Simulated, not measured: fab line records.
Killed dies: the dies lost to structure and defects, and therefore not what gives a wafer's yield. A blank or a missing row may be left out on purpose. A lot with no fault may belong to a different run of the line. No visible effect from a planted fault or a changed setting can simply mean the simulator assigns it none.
The tool behind it: which one? -- flow n5_finfet -- 24 lots with 72 wafers sampled at 6 steps, on a route of 1938 steps

## WHAT EACH GAUGE READ, for each wafer
No reading from a measuring or inspecting step in the record can be judged against a usual standard deviation.

## WHICH TOOL RAN EACH LOT (tool, then ch and the chambers of the sampled wafers, then the start)
lot,N5_BEOL_M8_STRIP_67,N5_BEOL_M8_ETCH_66,N5_BEOL_M8_STRIP_36,N5_BEOL_M8_DEGAS_44,N5_BEOL_M8_SURFACE_TREAT_79,N5_BEOL_M8_DEP_56
L074,"rie_diel-02 ch 0,3, day 10 10:05","rie_diel-05 ch 0,2,3, day 10 13:17","rie_diel-05 ch 0,2,3, day 10 13:26","pvd_sputter-02, day 10 14:23","pvd_sputter-01, day 10 14:47","pecvd-02 ch 1,2, day 10 17:04"
L075,"rie_diel-03 ch 0,2, day 10 20:22","rie_diel-02 ch 1,3, day 10 21:15","rie_diel-02 ch 1,3, day 10 21:24","pvd_sputter-03, day 10 22:20","pvd_sputter-01, day 10 23:04","pecvd-04 ch 0,2, day 11 01:07"
L077,"rie_diel-05 ch 0,2,3, day 11 01:48","rie_diel-02 ch 0,1,2, day 11 03:53","rie_diel-02 ch 0,1,2, day 11 04:02","pvd_sputter-02, day 11 05:16","pvd_sputter-02, day 11 05:41","pecvd-04 ch 0,1,2, day 11 07:25"
L078,"rie_diel-03 ch 1,3, day 11 17:20","rie_diel-02 ch 0,3, day 11 19:10","rie_diel-02 ch 0,3, day 11 19:19","pvd_sputter-02, day 11 20:26","pvd_sputter-01, day 11 22:03","pecvd-02 ch 0,1, day 11 23:08"
L076,"rie_diel-05 ch 0,1,3, day 11 17:34","rie_diel-03 ch 1,2, day 11 19:13","rie_diel-03 ch 1,2, day 11 19:23","pvd_sputter-01, day 11 22:05","pvd_sputter-01, day 11 22:33","pecvd-01 ch 0,2, day 12 00:08"
L079,"rie_diel-02 ch 0,1,2, day 11 20:17","rie_diel-03 ch 0,1,3, day 11 21:46","rie_diel-03 ch 0,1,3, day 11 21:55","pvd_sputter-01, day 11 22:59","pvd_sputter-03, day 11 23:31","pecvd-02 ch 0,2, day 12 00:41"
L080,"rie_diel-03 ch 0,3, day 11 23:11","rie_diel-05 ch 2,3, day 12 01:04","rie_diel-05 ch 2,3, day 12 01:13","pvd_sputter-01, day 12 03:49","pvd_sputter-01, day 12 04:22","pecvd-01 ch 0,1,2, day 12 05:25"
L081,"rie_diel-05 ch 0,2,3, day 12 05:22","rie_diel-03 ch 0,2,3, day 12 10:19","rie_diel-03 ch 0,2,3, day 12 10:28","pvd_sputter-03, day 12 11:45","pvd_sputter-02, day 12 12:15","pecvd-04 ch 1,2, day 12 13:26"
L082,"rie_diel-05 ch 0,1,2, day 12 17:14","rie_diel-03 ch 0,1,2, day 12 21:41","rie_diel-03 ch 0,1,2, day 12 21:50","pvd_sputter-01, day 13 00:50","pvd_sputter-01, day 13 01:14","pecvd-01 ch 0,1,2, day 13 02:27"
L083,"rie_diel-03 ch 0,1,2, day 12 22:25","rie_diel-02 ch 0,2, day 13 00:40","rie_diel-02 ch 0,2, day 13 00:50","pvd_sputter-01, day 13 02:04","pvd_sputter-01, day 13 02:30","pecvd-01 ch 1,2, day 13 04:27"
L084,"rie_diel-02 ch 0,3, day 13 04:36","rie_diel-03 ch 0,3, day 13 07:40","rie_diel-03 ch 0,3, day 13 07:49","pvd_sputter-01, day 13 08:43","pvd_sputter-01, day 13 09:18","pecvd-02 ch 0,2, day 13 10:41"
L086,"rie_diel-05 ch 0,2,3, day 13 05:44","rie_diel-02 ch 0,1,2, day 13 07:55","rie_diel-02 ch 0,1,2, day 13 08:05","pvd_sputter-03, day 13 09:26","pvd_sputter-02, day 13 09:50","pecvd-01 ch 1,2, day 13 11:19"
L087,"rie_diel-03 ch 0,2,3, day 13 18:49","rie_diel-05 ch 1,2, day 13 22:26","rie_diel-05 ch 1,2, day 13 22:35","pvd_sputter-03, day 13 23:52","pvd_sputter-02, day 14 00:50","pecvd-02 ch 0,1, day 14 01:58"
L085,"rie_diel-05 ch 1,2,3, day 13 18:49","rie_diel-03 ch 2,3, day 13 19:51","rie_diel-03 ch 2,3, day 13 20:01","pvd_sputter-01, day 13 21:59","pvd_sputter-01, day 13 22:30","pecvd-01 ch 0,1,2, day 13 23:40"
L088,"rie_diel-03 ch 0,3, day 14 00:34","rie_diel-03 ch 0,1,2, day 14 04:31","rie_diel-03 ch 0,1,2, day 14 04:40","pvd_sputter-02, day 14 05:29","pvd_sputter-03, day 14 06:11","pecvd-02 ch 0,2, day 14 08:02"
L089,"rie_diel-05 ch 0,1,2, day 14 04:55","rie_diel-05 ch 1,2,3, day 14 06:37","rie_diel-05 ch 1,2,3, day 14 06:46","pvd_sputter-02, day 14 08:01","pvd_sputter-01, day 14 08:32","pecvd-01 ch 1,2, day 14 09:56"
L090,"rie_diel-03 ch 1,2, day 14 12:50","rie_diel-02 ch 0,1,2, day 14 16:53","rie_diel-02 ch 0,1,2, day 14 17:02","pvd_sputter-03, day 14 19:28","pvd_sputter-03, day 14 19:53","pecvd-04 ch 0,1, day 14 21:00"
L091,"rie_diel-02 ch 1,2, day 15 00:57","rie_diel-03 ch 0,3, day 15 02:34","rie_diel-03 ch 0,3, day 15 02:43","pvd_sputter-03, day 15 04:32","pvd_sputter-01, day 15 05:10","pecvd-02 ch 1,2, day 15 06:28"
L092,"rie_diel-05 ch 0,1,2, day 15 03:02","rie_diel-03 ch 0,1,3, day 15 04:09","rie_diel-03 ch 0,1,3, day 15 04:19","pvd_sputter-03, day 15 05:28","pvd_sputter-03, day 15 05:56","pecvd-01 ch 1,2, day 15 07:05"
L093,"rie_diel-03 ch 0,2, day 15 05:48","rie_diel-02 ch 0,1,2, day 15 08:14","rie_diel-02 ch 0,1,2, day 15 08:23","pvd_sputter-03, day 15 09:38","pvd_sputter-02, day 15 10:09","pecvd-02 ch 0,1, day 15 11:34"
L094,"rie_diel-05 ch 1,2, day 15 08:38","rie_diel-05 ch 1,2, day 15 09:49","rie_diel-05 ch 1,2, day 15 09:58","pvd_sputter-02, day 15 11:11","pvd_sputter-03, day 15 11:42","pecvd-04 ch 0,1,2, day 15 12:51"
L095,"rie_diel-03 ch 0,1,3, day 15 15:55","rie_diel-03 ch 2,3, day 15 16:53","rie_diel-03 ch 2,3, day 15 17:02","pvd_sputter-01, day 15 19:41","pvd_sputter-01, day 15 20:22","pecvd-04 ch 0,1, day 15 22:09"
L096,"rie_diel-03 ch 0,1,3, day 16 03:53","rie_diel-02 ch 1,2,3, day 16 08:12","rie_diel-02 ch 1,2,3, day 16 08:21","pvd_sputter-03, day 16 09:20","pvd_sputter-01, day 16 10:03","pecvd-04 ch 0,1, day 16 12:34"
L097,"rie_diel-02 ch 2,3, day 16 17:40","rie_diel-05 ch 0, day 16 19:20","rie_diel-05 ch 0, day 16 19:34","pvd_sputter-03, day 16 21:56","pvd_sputter-03, day 16 22:22","pecvd-02 ch 0,1,2, day 16 23:30"
- N5_BEOL_M8_STRIP_67: strips in CF4.
- N5_BEOL_M8_ETCH_66: etches SOC in N2/H2, target depth 80 nm, overetch 16 nm, time 120 s.
- N5_BEOL_M8_STRIP_36: strips in N2/H2.
- N5_BEOL_M8_DEGAS_44: time 60 s.
- N5_BEOL_M8_SURFACE_TREAT_79
- N5_BEOL_M8_DEP_56: deposits SiCN from 3MS/NH3, target thk 10 nm, time 17.5 s.

## WHAT THE TOOLS THEMSELVES READ (means of the sampled wafers that have a number; where no wafer has one, the mark that the record gives instead)
N5_BEOL_M8_STRIP_67.
lot,tool,cf4_flow_sccm (sccm),drypump_motor_current_A (A),oes_product_au (a.u.),rf_vpp_V (V),showerhead_plenum_p_Torr (Torr),throttle_valve_pct (%)
L074,rie_diel-02,149.7,5.9,0.78,272.7,1.87,13.70
L075,rie_diel-03,150.2,6.2,0.88,272.7,1.85,13.39
L077,rie_diel-05,150.1,6.0,0.71,272.1,1.85,13.75
L078,rie_diel-03,150.9,6.5,0.73,271.5,1.82,13.52
L076,rie_diel-05,150.2,5.7,0.76,271.6,1.82,13.67
L079,rie_diel-02,149.8,5.7,0.81,271.8,1.83,13.53
L080,rie_diel-03,150.1,6.3,0.83,271.9,1.81,13.44
L081,rie_diel-05,149.9,6.0,0.79,272.6,1.85,13.56
L082,rie_diel-05,149.7,5.5,0.83,271.9,1.81,13.40
L083,rie_diel-03,150.0,6.3,0.80,272.0,1.85,13.48
L084,rie_diel-02,149.5,6.1,0.73,272.5,1.86,13.74
L086,rie_diel-05,150.4,6.0,0.78,272.1,1.85,13.59
L087,rie_diel-03,150.2,6.1,0.80,271.5,1.83,13.61
L085,rie_diel-05,150.0,5.7,0.80,271.6,1.80,13.46
L088,rie_diel-03,150.3,6.2,0.76,271.0,1.80,13.63
L089,rie_diel-05,150.0,5.5,0.81,271.5,1.81,13.44
L090,rie_diel-03,150.0,6.1,0.77,271.6,1.87,13.64
L091,rie_diel-02,150.4,5.3,0.82,271.1,1.79,13.50
L092,rie_diel-05,149.9,5.5,0.80,272.0,1.81,13.44
L093,rie_diel-03,150.0,6.0,0.81,272.5,1.86,13.62
L094,rie_diel-05,150.1,5.2,0.83,272.1,1.76,13.30
L095,rie_diel-03,150.0,6.4,0.74,272.3,1.81,13.56
L096,rie_diel-03,150.0,6.4,0.74,271.0,1.81,13.56
L097,rie_diel-02,150.0,5.9,0.79,272.5,1.87,13.75

N5_BEOL_M8_ETCH_66.
lot,tool,drypump_motor_current_A (A),oes_product_au (a.u.),rf_vpp_V (V),showerhead_plenum_p_Torr (Torr),throttle_valve_pct (%)
L074,rie_diel-05,6.0,0.55,525.6,2.63,17.89
L075,rie_diel-02,5.5,0.63,525.5,2.61,17.95
L077,rie_diel-02,5.8,0.64,525.9,2.61,17.79
L078,rie_diel-02,5.9,0.59,526.7,2.65,17.97
L076,rie_diel-03,6.1,0.61,527.5,2.68,17.90
L079,rie_diel-03,6.4,0.60,524.3,2.58,17.65
L080,rie_diel-05,6.1,0.68,526.1,2.60,17.51
L081,rie_diel-03,6.1,0.62,525.4,2.60,17.84
L082,rie_diel-03,6.3,0.61,525.8,2.63,17.74
L083,rie_diel-02,6.2,0.58,527.1,2.65,17.82
L084,rie_diel-03,6.3,0.63,525.2,2.56,17.67
L086,rie_diel-02,5.7,0.61,525.5,2.60,17.82
L087,rie_diel-05,5.3,0.65,522.2,2.50,17.46
L085,rie_diel-03,6.0,0.58,524.8,2.57,17.98
L088,rie_diel-03,6.3,0.61,525.9,2.63,17.75
L089,rie_diel-05,5.7,0.61,524.0,2.55,17.61
L090,rie_diel-02,5.7,0.61,525.0,2.60,17.84
L091,rie_diel-03,6.3,0.61,524.2,2.56,17.72
L092,rie_diel-03,6.4,0.57,524.3,2.57,17.70
L093,rie_diel-02,5.8,0.60,524.4,2.59,17.85
L094,rie_diel-05,5.6,0.65,523.6,2.54,17.39
L095,rie_diel-03,5.9,0.58,526.5,2.62,18.08
L096,rie_diel-02,5.6,0.62,525.6,2.60,17.93
L097,rie_diel-05,5.7,0.54,526.8,2.64,18.16

N5_BEOL_M8_STRIP_36.
lot,tool,drypump_motor_current_A (A),oes_product_au (a.u.),rf_vpp_V (V),showerhead_plenum_p_Torr (Torr),throttle_valve_pct (%)
L074,rie_diel-05,6.0,0.71,59.7,2.62,23.6
L075,rie_diel-02,5.5,0.82,59.4,2.60,23.9
L077,rie_diel-02,5.7,0.82,59.6,2.60,23.6
L078,rie_diel-02,5.9,0.76,59.0,2.65,23.9
L076,rie_diel-03,6.1,0.79,58.5,2.67,23.8
L079,rie_diel-03,6.4,0.78,58.8,2.58,23.4
L080,rie_diel-05,6.1,0.89,59.2,2.60,23.3
L081,rie_diel-03,6.1,0.81,58.3,2.60,23.7
L082,rie_diel-03,6.3,0.80,59.5,2.63,23.6
L083,rie_diel-02,6.1,0.75,59.8,2.64,23.6
L084,rie_diel-03,6.3,0.80,59.0,2.56,23.5
L086,rie_diel-02,5.8,0.81,58.5,2.60,23.7
L087,rie_diel-05,5.2,0.85,58.6,2.50,23.2
L085,rie_diel-03,6.0,0.75,61.1,2.57,23.8
L088,rie_diel-03,6.3,0.78,59.2,2.63,23.6
L089,rie_diel-05,5.7,0.80,59.6,2.55,23.4
L090,rie_diel-02,5.7,0.78,58.8,2.59,23.7
L091,rie_diel-03,6.3,0.79,58.5,2.55,23.6
L092,rie_diel-03,6.4,0.74,58.7,2.56,23.4
L093,rie_diel-02,5.8,0.78,58.4,2.59,23.7
L094,rie_diel-05,5.6,0.87,58.8,2.54,23.2
L095,rie_diel-03,5.9,0.76,58.6,2.62,24.0
L096,rie_diel-02,5.6,0.80,59.5,2.60,23.8
L097,rie_diel-05,5.7,0.69,59.5,2.64,24.1

N5_BEOL_M8_DEGAS_44.
lot,tool,heater_power_w (W)
L074,pvd_sputter-02,333
L075,pvd_sputter-03,329
L077,pvd_sputter-02,347
L078,pvd_sputter-02,329
L076,pvd_sputter-01,327
L079,pvd_sputter-01,307
L080,pvd_sputter-01,322
L081,pvd_sputter-03,326
L082,pvd_sputter-01,329
L083,pvd_sputter-01,300
L084,pvd_sputter-01,310
L086,pvd_sputter-03,332
L087,pvd_sputter-03,323
L085,pvd_sputter-01,304
L088,pvd_sputter-02,330
L089,pvd_sputter-02,327
L090,pvd_sputter-03,328
L091,pvd_sputter-03,329
L092,pvd_sputter-03,327
L093,pvd_sputter-03,330
L094,pvd_sputter-02,321
L095,pvd_sputter-01,334
L096,pvd_sputter-03,332
L097,pvd_sputter-03,321

N5_BEOL_M8_DEP_56.
lot,tool,chamber_pressure_Torr (Torr),showerhead_plenum_p_Torr (Torr),showerhead_vpp_V (V),throttle_valve_pct (%)
L074,pecvd-02,2.998,3.667,868,8.7
L075,pecvd-04,3.002,3.650,938,8.8
L077,pecvd-04,2.996,3.656,916,9.0
L078,pecvd-02,2.995,3.665,884,8.9
L076,pecvd-01,2.990,3.684,895,9.4
L079,pecvd-02,3.005,3.668,908,8.9
L080,pecvd-01,3.002,3.680,906,9.6
L081,pecvd-04,3.001,3.653,971,9.2
L082,pecvd-01,3.001,3.685,901,9.7
L083,pecvd-01,3.002,3.680,930,9.7
L084,pecvd-02,2.996,3.665,905,8.9
L086,pecvd-01,2.999,3.688,934,9.7
L087,pecvd-02,3.003,3.658,883,8.9
L085,pecvd-01,2.998,3.677,910,9.6
L088,pecvd-02,3.000,3.661,929,8.9
L089,pecvd-01,3.000,3.686,931,9.7
L090,pecvd-04,2.995,3.654,869,9.2
L091,pecvd-02,2.999,3.670,862,8.8
L092,pecvd-01,3.000,3.678,922,9.8
L093,pecvd-02,2.998,3.659,920,9.0
L094,pecvd-04,3.004,3.656,923,9.2
L095,pecvd-04,2.997,3.661,864,9.0
L096,pecvd-04,3.004,3.653,918,9.2
L097,pecvd-02,2.996,3.665,881,8.9

## THE ANSWER, worked out from the rows above alone
Rule: what is usual is taken from the lots themselves. The widest of any qualifying gaps counts: lots, ordered by their means at a reading, are off when they make up no more than a third of the lots, leave a main group of 4 or more, and stand apart from it by 3 or more times the standard deviation of that group's means. Not used: any main group whose means are identical at the precision the tables above print for the reading. Also off: a lot with no number at a reading for which 4 or more lots have one. Any other lot the step has rows for is counted as sound. After the gauges, taken in route order, come the tools' own readings; for these a lot's mean is taken, as printed above. At the first step where some lot is off, the reading lying furthest off is the one used; lots without a number count as furthest.
Nothing can be told from this: no lot is off at any reading shown.

## WHAT THE SIMULATOR PUT IN
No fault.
